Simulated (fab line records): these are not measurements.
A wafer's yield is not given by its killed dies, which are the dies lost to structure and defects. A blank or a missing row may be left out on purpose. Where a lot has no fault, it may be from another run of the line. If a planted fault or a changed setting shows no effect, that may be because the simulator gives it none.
fab line records | flow n5_finfet
record: lots: 10 wafers: 30 last_day: 18
route steps=1938 shown BEOL_M6@1211
lots with no fault: from the same line, run without faults
start_h: the number of hours between the record's first day and the start of the first shown wafer of the lot | wait_h: how many hours have passed since the lot's step before this one | " as in the row above | L1.1+2: a row that stands for several wafers | - no value, or no start was given | * or withheld: withheld | < > ~ a bound
route shown NAME@n: a module of which the file shows steps, and the number in the route of the first | usual: mean/standard deviation of fault-free wafers | same: alike in all rows | chamber/n: place in a boat | sites: per-site readings | _std_site: their standard deviation | _edge_site: inner sites' mean taken away from outer sites' mean | radius_mm: how far each site lies from the wafer's centre | mask NAME#n: copy n | behind: the tool/chamber that last shaped the wafer | hold: the reason the lot was held/the length of the hold in hours/how it ended | device: the transistor (n, p or np) that didn't switch | end of line: at the end of the route, the tests of the same wafers | for a step that has no rows: nothing shown but its recipe | killed: dies lost to structure and defects at the first sort, not the wafer's yield | map: a wafer's dies, marking killed ones x, the rest . and places with no die _
set.NAME: setting as actually run; set.NAME@STEP: the setting as run at that earlier step | model.NAME: the simulator's own value behind a step, which no gauge read
steps of the route over a sample of lots; a table a step, a row a wafer
services: when a tool's chamber went out of use (start_h, in hours from the record's first day, below 0 if earlier), for how many hours, and the reason
== steps ==
step: N5_BEOL_M6_ETCH_61
recipe: chemistry: CF4 target: SiARC target_depth_a: 455 mask_material: CAR-ArF time_s: 75.8 ion_energy_ev: 80 pressure_mtorr: 40 source_w: 545 bias_w: 36 Ar_flow_sccm: 100 cf4_flow_sccm: 100 ends: cleared
usual: drypump_motor_current_A: 5.8/0.35 etch_rf_on_time_s: 75.6/1.4 oes_product_au: 0.69/0.065 rf_fwd_power_W: 539.0/2.1 rf_vpp_V: 184.0/1.3 showerhead_plenum_p_Torr: 2.13/0.078 throttle_valve_pct: 15.60/0.29
columns lot.wafer tool chamber start_h wait_h drypump_motor_current_A etch_rf_on_time_s oes_product_au rf_fwd_power_W rf_hours_counter_h rf_vpp_V showerhead_plenum_p_Torr throttle_valve_pct
L956.3 rie_diel-03 1 224.43 0.0 6.3 75.3 0.77 542.2 25 184.1 2.10 15.22
L956.4 " 0 " " 5.1 74.6 0.77 537.6 - 181.8 2.10 15.44
L956.6 " 1 " " 6.3 74.8 0.77 540.3 - 183.9 2.10 15.22
L957.2 rie_diel-03 0 226.19 0.0 5.1 74.8 0.77 536.9 17 184.5 2.10 15.44
L957.3 " 3 " " 5.9 75.4 0.64 537.7 181 183.3 2.06 15.84
L957.4 " 1 " " 6.4 75.0 0.77 537.7 - 184.2 2.10 15.21
L959.1 rie_diel-01 2 240.00 0.0 6.2 78.7 0.58 541.7 227 183.6 2.12 15.59
L959.4 " 0 " " 6.1 76.3 0.68 537.8 118 182.4 2.06 15.30
L959.6 " 1 " " 5.9 76.7 0.57 541.3 - 183.5 2.11 15.75
L961.2 rie_diel-03 1 251.26 0.0 6.3 75.0 0.76 539.8 36 182.8 2.10 15.24
L961.5 " 2 " " 5.5 75.8 0.64 540.3 - 186.2 2.22 15.97
L961.6 " 1 " " 6.4 75.2 0.75 540.7 - 184.6 2.10 15.23
L960.1 rie_diel-03 2 252.09 0.0 5.5 75.5 0.64 540.9 169 184.7 2.22 15.98
L960.4 " 1 " " 6.4 73.8 0.76 539.6 37 183.8 2.10 15.23
L960.5 " 3 " " 5.9 74.8 0.63 537.7 - 183.0 2.05 15.89
L965.3 rie_diel-01 2 280.21 0.0 6.2 77.7 0.57 542.5 246 184.2 2.11 15.63
L965.4 " 1 " " 6.0 74.4 0.81 538.5 8 183.3 2.10 15.27
L965.6 " 3 " " 5.7 72.7 0.65 538.8 - 182.5 2.06 15.87
L967.1 rie_diel-01 1 283.27 0.0 6.0 74.8 0.81 539.3 8 183.8 2.10 15.27
L967.2 " 3 " " 5.7 73.7 0.64 535.1 161 184.4 2.06 15.87
L967.4 " 2 " " 6.2 78.8 0.57 542.4 247 184.9 2.11 15.65
L972.1 rie_diel-01 1 322.13 0.0 6.0 73.6 0.78 541.6 24 183.4 2.10 15.30
L972.4 " 3 " " 5.7 73.0 0.62 538.7 177 183.1 2.05 15.88
L972.6 " 3 " " 5.7 72.9 0.63 538.8 - 182.7 2.05 15.90
L974.1 rie_diel-03 3 333.85 0.0 5.9 76.2 0.61 539.5 221 181.9 2.04 15.93
L974.2 " 1 " " 6.3 74.9 0.71 544.7 67 183.9 2.09 15.29
L974.5 " 2 " " 5.5 76.5 0.62 542.4 - 184.1 2.21 16.04
L975.1 rie_diel-04 3 336.38 0.0 5.6 77.3 0.66 542.5 90 185.3 2.25 15.76
L975.4 " 0 " " 5.5 74.6 0.68 539.3 122 183.8 2.07 15.35
L975.6 " 1 " " 6.2 76.8 0.68 535.5 - 185.9 2.26 15.62
step: N5_BEOL_M6_OVL_MEAS_29
recipe: points_per_wafer: 522
usual: V5_OVL: 0.0/0.59
columns lot.wafer tool chamber start_h wait_h V5_OVL[nm]
L956.3 overlay-01 0 225.23 0.0 0.4
L956.4 " 0 " " -0.1
L956.6 " 0 " " 0.5
L957.2 overlay-02 0 228.40 0.0 0.1
L957.3 " 0 " " -0.4
L957.4 " 0 " " 0.3
L959.1 overlay-02 0 241.75 0.0 0.6
L959.4 " 0 " " 0.1
L959.6 " 0 " " 0.7
L961.2 overlay-01 0 252.61 0.0 -0.4
L961.5 " 0 " " 1.0
L961.6 " 0 " " 0.4
L960.1 overlay-02 0 253.03 0.0 0.2
L960.4 " 0 " " 0.1
L960.5 " 0 " " 0.3
L965.3 overlay-02 0 281.59 0.0 -0.4
L965.4 " 0 " " 0.3
L965.6 " 0 " " -0.1
L967.1 overlay-01 0 285.78 0.0 -0.5
L967.2 " 0 " " 0.0
L967.4 " 0 " " -0.5
L972.1 overlay-02 0 323.11 0.0 -0.4
L972.4 " 0 " " 0.6
L972.6 " 0 " " 0.9
L974.1 overlay-01 0 334.74 0.0 -0.7
L974.2 " 0 " " 0.4
L974.5 " 0 " " -0.7
L975.1 overlay-01 0 338.49 0.0 -0.4
L975.4 " 0 " " 0.3
L975.6 " 0 " " -0.7
step: N5_BEOL_M6_ETCH_72
recipe: chemistry: N2/H2 target: underlayer target_depth_a: 65 mask_material: CAR-EUV time_s: 5.2 ion_energy_ev: 200 pressure_mtorr: 30 source_w: 840 bias_w: 150 n2_flow_sccm: 200 h2_flow_sccm: 200 ends: cleared
usual: drypump_motor_current_A: 5.8/0.34 etch_rf_on_time_s: 5.20/0.093 h2_flow_sccm: 200.0/0.62 oes_product_au: 0.67/0.06 rf_fwd_power_W: 819.6/2.5 rf_vpp_V: 523.4/3 showerhead_plenum_p_Torr: 2.52/0.092 throttle_valve_pct: 17.86/0.25
columns lot.wafer tool chamber start_h wait_h drypump_motor_current_A etch_rf_on_time_s h2_flow_sccm oes_product_au rf_fwd_power_W rf_hours_counter_h rf_vpp_V showerhead_plenum_p_Torr throttle_valve_pct
L956.3 rie_diel-04 0 225.35 0.0 5.5 5.19 199.9 0.71 824.3 90 525.1 2.46 17.53
L956.4 " 2 " " 5.6 5.32 199.1 0.63 817.5 195 526.1 2.62 18.21
L956.6 " 0 " " 5.5 5.18 199.8 0.69 820.6 - 522.2 2.46 17.52
L957.2 rie_diel-01 2 228.69 0.0 6.2 5.34 200.6 0.59 814.5 223 521.6 2.51 17.86
L957.3 " 3 " " 5.7 5.04 199.1 0.66 816.0 137 520.3 2.44 18.10
L957.4 " 1 " " 6.0 5.18 200.3 0.57 825.4 245 523.2 2.51 17.90
L959.1 rie_diel-01 3 242.60 0.0 5.7 5.10 200.1 0.65 819.3 141 521.7 2.44 18.08
L959.4 " 0 " " 6.1 5.15 199.5 0.68 823.0 119 520.0 2.45 17.64
L959.6 " 0 " " 6.1 5.16 199.5 0.68 821.3 - 521.5 2.45 17.62
L961.2 rie_diel-01 0 254.19 0.0 6.0 5.22 199.5 0.67 821.7 128 521.7 2.44 17.65
L961.5 " 2 " " 6.2 5.29 200.4 0.57 818.2 - 523.0 2.50 17.89
L961.6 " 3 " " 5.7 5.03 199.4 0.65 818.3 - 523.1 2.44 18.11
L960.1 rie_diel-01 0 254.59 0.0 6.0 5.22 200.1 0.68 822.7 128 522.7 2.44 17.65
L960.4 " 0 " " 6.1 5.19 200.3 0.68 816.3 - 523.3 2.44 17.67
L960.5 " 3 " " 5.7 5.06 199.8 0.65 822.6 - 519.9 2.44 18.08
L965.3 rie_diel-04 0 281.70 0.0 5.5 5.07 200.4 0.69 817.7 104 521.0 2.45 17.55
L965.4 " 2 " " 5.6 5.22 200.8 0.62 820.9 212 528.4 2.61 18.24
L965.6 " 0 " " 5.5 5.08 199.3 0.70 820.4 - 522.4 2.46 17.54
L967.1 rie_diel-01 3 285.90 0.0 5.7 5.05 200.0 0.63 817.9 162 519.3 2.43 18.10
L967.2 " 2 " " 6.2 6.87 200.3 0.51 819.5 248 522.5 2.50 17.86
L967.4 " 1 " " 6.0 5.07 200.2 0.81 818.7 9 523.5 2.50 17.49
L972.1 rie_diel-03 3 323.24 0.0 5.9 5.19 200.9 0.62 819.2 217 518.3 2.42 18.28
L972.4 " 0 " " 5.1 5.10 199.1 0.72 819.3 53 522.4 2.48 17.78
L972.6 " 2 " " 5.5 5.18 199.3 0.62 819.2 - 528.5 2.63 18.23
L974.1 rie_diel-04 0 334.87 0.0 5.5 5.21 200.1 0.68 821.9 121 519.2 2.45 17.56
L974.2 " 1 " " 6.2 5.31 200.2 0.67 820.3 85 528.5 2.68 17.96
L974.5 " 3 " " 5.6 5.31 199.7 0.67 817.3 - 528.3 2.67 17.93
L975.1 rie_diel-04 3 338.62 0.0 5.7 5.38 199.4 0.65 819.4 90 527.0 2.67 17.90
L975.4 " 1 " " 6.2 5.34 199.3 0.67 819.5 87 526.4 2.68 17.94
L975.6 " 2 " " 5.6 5.33 200.0 0.60 822.5 - 526.3 2.61 18.29
step: N5_BEOL_M6_STRIP_80
recipe: chemistry: N2/H2 time_s: 10 power_w: 450 temp_c: 40 pressure_mtorr: 20 rf_frequency_hz: 6e+07 bias_power_w: 7 n2_flow_sccm: 200 h2_flow_sccm: 200
usual: drypump_motor_current_A: 5.8/0.34 h2_flow_sccm: 199.9/0.7 oes_product_au: 0.79/0.072 rf_vpp_V: 59.1/0.81 showerhead_plenum_p_Torr: 2.52/0.092 throttle_valve_pct: 23.66/0.25
same: time_s: 10
columns lot.wafer tool chamber start_h wait_h drypump_motor_current_A h2_flow_sccm oes_product_au rf_hours_counter_h rf_vpp_V showerhead_plenum_p_Torr throttle_valve_pct
L956.3 rie_diel-04 0 - - 5.5 200.4 0.83 90 60.1 2.46 23.30
L956.4 " 2 " " 5.6 199.4 0.74 195 60.0 2.62 23.92
L956.6 " 0 " " 5.5 200.0 0.83 - 58.3 2.46 23.30
L957.2 rie_diel-01 2 - - 6.2 198.5 0.69 224 58.2 2.51 23.63
L957.3 " 3 " " 5.7 199.9 0.76 137 58.0 2.44 23.89
L957.4 " 1 " " 5.9 199.3 0.67 245 60.1 2.51 23.55
L959.1 rie_diel-01 3 - - 5.8 199.1 0.76 142 57.8 2.44 23.89
L959.4 " 0 " " 6.1 199.5 0.80 119 60.0 2.44 23.50
L959.6 " 0 " " 6.1 199.9 0.80 - 60.1 2.44 23.52
L961.2 rie_diel-01 0 - - 6.0 199.5 0.79 128 58.5 2.44 23.52
L961.5 " 2 " " 6.2 200.5 0.69 - 59.4 2.50 23.65
L961.6 " 3 " " 5.7 200.0 0.75 - 59.5 2.44 23.91
L960.1 rie_diel-01 0 - - 6.0 200.5 0.79 128 58.7 2.44 23.51
L960.4 " 0 " " 6.1 199.5 0.79 - 58.7 2.44 23.51
L960.5 " 3 " " 5.7 200.4 0.75 - 58.7 2.43 23.92
L965.3 rie_diel-04 0 - - 5.5 199.6 0.82 104 58.0 2.45 23.32
L965.4 " 2 " " 5.6 200.3 0.72 212 58.3 2.61 23.95
L965.6 " 0 " " 5.5 200.4 0.81 - 57.6 2.45 23.32
L967.1 rie_diel-01 3 - - 5.7 199.1 0.74 162 57.9 2.43 23.93
L967.2 " 2 " " 6.2 198.9 0.67 248 58.5 2.50 23.67
L967.4 " 1 " " 6.0 200.4 0.95 9 60.6 2.50 23.19
L972.1 rie_diel-03 1 - - 6.3 200.6 0.85 63 58.5 2.48 23.33
L972.4 " 0 " " 5.0 199.6 0.84 53 58.0 2.48 23.60
L972.6 " 2 " " 5.5 199.6 0.72 - 60.4 2.63 23.92
L974.1 rie_diel-04 0 - - 5.5 199.7 0.81 121 58.4 2.44 23.32
L974.2 " 1 " " 6.2 200.2 0.80 85 58.1 2.68 23.87
L974.5 " 3 " " 5.6 199.0 0.79 - 58.8 2.66 23.68
L975.1 rie_diel-04 3 - - 5.7 199.9 0.79 90 60.4 2.66 23.69
L975.4 " 1 " " 6.1 199.3 0.81 87 60.5 2.68 23.87
L975.6 " 2 " " 5.6 198.9 0.71 - 58.4 2.60 23.97
== services ==
columns tool chamber start_h hours kind
rie_diel-01 1 203.47 7.2 repair
rie_diel-04 1 209.09 6.8 repair
rie_diel-03 2 212.85 15.3 repair
rie_diel-04 - 240.08 14.6 pm
rie_diel-01 1 244.09 - clean
rie_diel-01 1 244.09 - consumable_replace:focus_ring
rie_diel-01 1 244.09 13.9 scheduled_down
rie_diel-01 1 244.09 13.9 vent_cycle
rie_diel-01 2 290.57 - clean
rie_diel-01 2 290.57 - consumable_replace:focus_ring
rie_diel-01 2 290.57 21.6 scheduled_down
rie_diel-01 2 290.57 21.6 vent_cycle
== key ==
first_sign: step: N5_BEOL_M6_ETCH_72 reading: etch_rf_on_time_s direction: up sigmas: 18 usual: * struck: *
effect none on later readings
met_at N5_BEOL_M6_ETCH_72
struck_lots L967
struck_wafers L967.2
not_acting_at N5_BEOL_M6_ETCH_61,N5_BEOL_M6_OVL_MEAS_29,N5_BEOL_M6_STRIP_80
onset_between 254.59 285.90
fault: kind: process_parameter_drift tool: rie_diel-01 chamber: - onset_h: 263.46 steps: N5_BEOL_M6_ETCH_72 channel: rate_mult offset: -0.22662 shape: step end_h: 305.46 scope: struck_wafers_only
